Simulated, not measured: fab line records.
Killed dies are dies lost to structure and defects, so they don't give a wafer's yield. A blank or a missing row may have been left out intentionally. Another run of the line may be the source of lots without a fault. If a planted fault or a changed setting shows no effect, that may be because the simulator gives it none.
The tool behind it: which one? :: flow nandHarc :: 42 wafers from 15 lots sampled at 6 of the route's 1302 steps

## WHAT THE GAUGES SHOWED, per wafer
NHARC_A_ONON_D1_THK_MEAS_02: measures by ellipsometry. Usual: thkNm at 1002 nm, with a standard deviation of 9.9.
lot: L992
measured: day 9 00:52
on: filmMetro-02
thkNm (nm): 1002 1001 1002
flag: 

lot: L993
measured: day 9 08:49
on: filmMetro-02
thkNm (nm): 1010 1009 1009
flag: 

lot: L995
measured: day 9 23:33
on: filmMetro-02
thkNm (nm): 1004 1005 1005
flag: 

lot: L994
measured: day 9 23:33
on: filmMetro-01
thkNm (nm): 985 986 984
flag: 

lot: L996
measured: day 10 22:18
on: filmMetro-01
thkNm (nm): 991 989 990
flag: 

lot: L997
measured: day 10 22:18
on: filmMetro-02
thkNm (nm): 1013 1010 1012
flag: 

lot: L998
measured: day 11 14:58
on: filmMetro-02
thkNm (nm): 1005 1005
flag: 

lot: L999
measured: day 11 23:06
on: filmMetro-02
thkNm (nm): 1006 1006 1005
flag: 

lot: L100
measured: day 12 04:58
on: filmMetro-02
thkNm (nm): 986 986
flag: 

lot: L101
measured: day 12 15:47
on: filmMetro-01
thkNm (nm): 1011 1010
flag: 

lot: L107
measured: day 15 08:47
on: filmMetro-01
thkNm (nm): 1026 1025 1025
flag: 

lot: L108
measured: day 15 18:11
on: filmMetro-01
thkNm (nm): 999 996 997
flag: 

lot: L109
measured: day 16 00:37
on: filmMetro-01
thkNm (nm): 995 995 994
flag: 

lot: L111
measured: day 16 21:34
on: filmMetro-01
thkNm (nm): 1013 1013 1013
flag: 

lot: L112
measured: day 17 08:35
on: filmMetro-02
thkNm (nm): 991 989 989
flag: 

NHARC_A_ONON_D1_THK_MEAS_24: measures by ellipsometry. Usual: thkNm at 1004 nm, with a standard deviation of 8.8.
lot: L992
measured: day 9 12:04
on: filmMetro-01
thkNm (nm): 990 991 989
flag: 

lot: L993
measured: day 9 20:16
on: filmMetro-02
thkNm (nm): 1007 1006 1006
flag: 

lot: L995
measured: day 10 11:31
on: filmMetro-01
thkNm (nm): 986 985 986
flag: 

lot: L994
measured: day 10 11:32
on: filmMetro-02
thkNm (nm): 1022 1022 1020
flag: 

lot: L996
measured: day 11 12:40
on: filmMetro-01
thkNm (nm): 996 998 996
flag: 

lot: L997
measured: day 11 12:39
on: filmMetro-02
thkNm (nm): 1007 1006 1007
flag: 

lot: L998
measured: day 12 04:14
on: filmMetro-01
thkNm (nm): 995 1032
flag: 

lot: L999
measured: day 12 10:20
on: filmMetro-02
thkNm (nm): 1017 1016 1017
flag: 

lot: L100
measured: day 12 16:10
on: filmMetro-02
thkNm (nm): 1032 1000
flag: 

lot: L101
measured: day 13 07:13
on: filmMetro-01
thkNm (nm): 1042 1009
flag: 

lot: L107
measured: day 15 21:41
on: filmMetro-01
thkNm (nm): 1006 1005 1006
flag: 

lot: L108
measured: day 16 07:03
on: filmMetro-02
thkNm (nm): 998 1000 998
flag: 

lot: L109
measured: day 16 14:40
on: filmMetro-01
thkNm (nm): 1005 1008 1006
flag: 

lot: L111
measured: day 17 09:20
on: filmMetro-02
thkNm (nm): 1013 1012 1015
flag: 

lot: L112
measured: day 17 20:06
on: filmMetro-02
thkNm (nm): 1018 1019 1018
flag: 

NHARC_A_ONON_D1_THK_MEAS_27: measures by ellipsometry. Usual: thkNm at 999 nm, with a standard deviation of 8.7.
lot: L992
measured: day 9 12:38
on: filmMetro-01
thkNm (nm): 1000 1000 999
flag: 

lot: L993
measured: day 9 20:50
on: filmMetro-02
thkNm (nm): 981 980 982
flag: 

lot: L995
measured: day 10 12:05
on: filmMetro-01
thkNm (nm): 1009 1007 1005
flag: 

lot: L994
measured: day 10 12:06
on: filmMetro-02
thkNm (nm): 1011 1012 1013
flag: 

lot: L996
measured: day 11 13:14
on: filmMetro-02
thkNm (nm): 984 983 983
flag: 

lot: L997
measured: day 11 13:13
on: filmMetro-01
thkNm (nm): 995 995 996
flag: 

lot: L998
measured: day 12 04:49
on: filmMetro-01
thkNm (nm): 991 993
flag: 

lot: L999
measured: day 12 10:55
on: filmMetro-01
thkNm (nm): 1006 1005 1008
flag: 

lot: L100
measured: day 12 16:44
on: filmMetro-02
thkNm (nm): 1010 1008
flag: 

lot: L101
measured: day 13 07:47
on: filmMetro-01
thkNm (nm): 999 999
flag: 

lot: L107
measured: day 15 22:17
on: filmMetro-02
thkNm (nm): 1013 1012 1012
flag: 

lot: L108
measured: day 16 07:37
on: filmMetro-02
thkNm (nm): 1002 1001 1002
flag: 

lot: L109
measured: day 16 15:14
on: filmMetro-01
thkNm (nm): 993 992 994
flag: 

lot: L111
measured: day 17 09:54
on: filmMetro-01
thkNm (nm): 1000 1001 999
flag: 

lot: L112
measured: day 17 20:40
on: filmMetro-02
thkNm (nm): 986 987 987
flag: 

NHARC_A_CHANNEL_HOLE_D1_OVL_MEAS_11. Usual: overlayXNm 0.2 nm, standard deviation 0.84; overlayYNm 0.0 nm, standard deviation 0.79.
lot: L992
measured: day 9 17:32
on: overlay-01
overlayXNm (nm): 1.0 0.2 -0.1
overlayYNm (nm): -0.9 0.2 -0.1
flag: 

lot: L993
measured: day 10 00:44
on: overlay-01
overlayXNm (nm): 0.5 0.3 0.5
overlayYNm (nm): 0.4 0.4 -0.1
flag: 

lot: L995
measured: day 10 16:19
on: overlay-02
overlayXNm (nm): 0.3 0.5 0.2
overlayYNm (nm): 0.3 0.5 0.6
flag: 

lot: L994
measured: day 10 18:22
on: overlay-01
overlayXNm (nm): -2.1 -1.2 -1.6
overlayYNm (nm): 0.0 0.1 0.0
flag: 

lot: L996
measured: day 11 21:05
on: overlay-02
overlayXNm (nm): -1.1 -1.0 -1.0
overlayYNm (nm): -0.3 -0.1 -0.3
flag: 

lot: L997
measured: day 11 20:11
on: overlay-01
overlayXNm (nm): 1.2 1.4 1.2
overlayYNm (nm): 0.2 0.3 0.2
flag: 

lot: L998
measured: day 12 12:29
on: overlay-01
overlayXNm (nm): 0.7 1.1
overlayYNm (nm): 0.4 0.2
flag: 

lot: L999
measured: day 12 16:25
on: overlay-01
overlayXNm (nm): 0.8 1.3 1.1
overlayYNm (nm): -0.6 -0.8 -0.3
flag: 

lot: L100
measured: day 12 21:14
on: overlay-02
overlayXNm (nm): -0.3 0.0
overlayYNm (nm): -1.3 -0.8
flag: 

lot: L101
measured: day 13 11:53
on: overlay-02
overlayXNm (nm): 0.1 0.7
overlayYNm (nm): -1.9 -2.5
flag: 

lot: L107
measured: day 16 02:10
on: overlay-01
overlayXNm (nm): -0.3 -0.6 -0.7
overlayYNm (nm): -0.1 -0.1 -0.4
flag: 

lot: L108
measured: day 16 12:59
on: overlay-02
overlayXNm (nm): -1.2 -0.3 -1.2
overlayYNm (nm): -0.6 -0.8 -0.4
flag: 

lot: L109
measured: day 16 20:18
on: overlay-01
overlayXNm (nm): 1.0 1.6 0.5
overlayYNm (nm): -0.7 -0.9 -1.1
flag: 

lot: L111
measured: day 17 13:44
on: overlay-02
overlayXNm (nm): 0.7 0.2 0.3
overlayYNm (nm): 1.7 1.0 1.3
flag: 

lot: L112
measured: day 18 00:52
on: overlay-02
overlayXNm (nm): 1.2 1.1 1.4
overlayYNm (nm): 1.2 1.0 1.0
flag: 

NHARC_END_SORT_01. Usual: killedAtArray 56, standard deviation 20; killedAtOther 0.9, standard deviation 1.1; killedAtPeriphery 3.7, standard deviation 3; killedDies 61, standard deviation 21; killedOpen 2.9, standard deviation 1.6; killedShort 2.6, standard deviation 1.4.
lot: L998
measured: day 28 15:27
on: prober-01
killedAtArray: 41 94
killedAtOther: 1 4
killedAtPeriphery: 7 8
killedDies: 49 106
killedOpen: 6 4
killedShort: 4 3
flag: 

lot: L100
measured: day 28 21:36
on: prober-01
killedAtArray: 137 80
killedAtOther: 1 1
killedAtPeriphery: 11 8
killedDies: 149 89
killedOpen: 3 0
killedShort: 2 3
flag: 

lot: L101
measured: day 29 06:41
on: prober-02
killedAtArray: 100 49
killedAtOther: 1 1
killedAtPeriphery: 2 2
killedDies: 103 52
killedOpen: 2 4
killedShort: 1 3
flag: 

## EACH LOT AND THE TOOL THAT RAN IT (in order: tool; ch and the chambers of the sampled wafers; start)
lot: L992
NHARC_A_ONON_D1_DEP_22: pecvdOnon-04 ch 0, day 9 11:37

lot: L993
NHARC_A_ONON_D1_DEP_22: pecvdOnon-02 ch 0, day 9 19:46

lot: L995
NHARC_A_ONON_D1_DEP_22: pecvdOnon-02 ch 0, day 10 11:01

lot: L994
NHARC_A_ONON_D1_DEP_22: pecvdOnon-04 ch 0, day 10 11:01

lot: L996
NHARC_A_ONON_D1_DEP_22: pecvdOnon-02 ch 0, day 11 12:09

lot: L997
NHARC_A_ONON_D1_DEP_22: pecvdOnon-04 ch 0, day 11 12:12

lot: L998
NHARC_A_ONON_D1_DEP_22: pecvdOnon-02 ch 0, day 12 03:50

lot: L999
NHARC_A_ONON_D1_DEP_22: pecvdOnon-04 ch 0, day 12 09:50

lot: L100
NHARC_A_ONON_D1_DEP_22: pecvdOnon-02 ch 0, day 12 15:40

lot: L101
NHARC_A_ONON_D1_DEP_22: pecvdOnon-02 ch 0, day 13 06:43

lot: L107
NHARC_A_ONON_D1_DEP_22: pecvdOnon-04 ch 0, day 15 21:11

lot: L108
NHARC_A_ONON_D1_DEP_22: pecvdOnon-04 ch 0, day 16 06:40

lot: L109
NHARC_A_ONON_D1_DEP_22: pecvdOnon-01 ch 0, day 16 14:10

lot: L111
NHARC_A_ONON_D1_DEP_22: pecvdOnon-01 ch 0, day 17 08:56

lot: L112
NHARC_A_ONON_D1_DEP_22: pecvdOnon-01 ch 0, day 17 19:35
- NHARC_A_ONON_D1_DEP_22: target thk 1000 nm.

## WHAT THE TOOLS THEMSELVES READ (means of the sampled wafers that have a number; where no wafer has one, the mark that the record gives instead)
The record holds no such reading with a usual standard deviation.

## THE ANSWER, worked out from the rows above alone
Rule: a lot counts as off when the mean over its wafers that have a number is more than 3 standard deviations away from the usual mean. A lot without any number at a reading at which 4 lots or more have one is off too. Where the step has rows for the other lots, those lots are counted as sound. After the gauges, taken in route order, come the tools' own readings; for these a lot's mean is taken, as printed above. The first step at which some lot is off is used, and at that step the reading that is off furthest; a lot without a number counts as furthest.
No lot is off at any reading shown: from this, nothing can be told.

## WHAT WAS PUT IN BY THE SIMULATOR
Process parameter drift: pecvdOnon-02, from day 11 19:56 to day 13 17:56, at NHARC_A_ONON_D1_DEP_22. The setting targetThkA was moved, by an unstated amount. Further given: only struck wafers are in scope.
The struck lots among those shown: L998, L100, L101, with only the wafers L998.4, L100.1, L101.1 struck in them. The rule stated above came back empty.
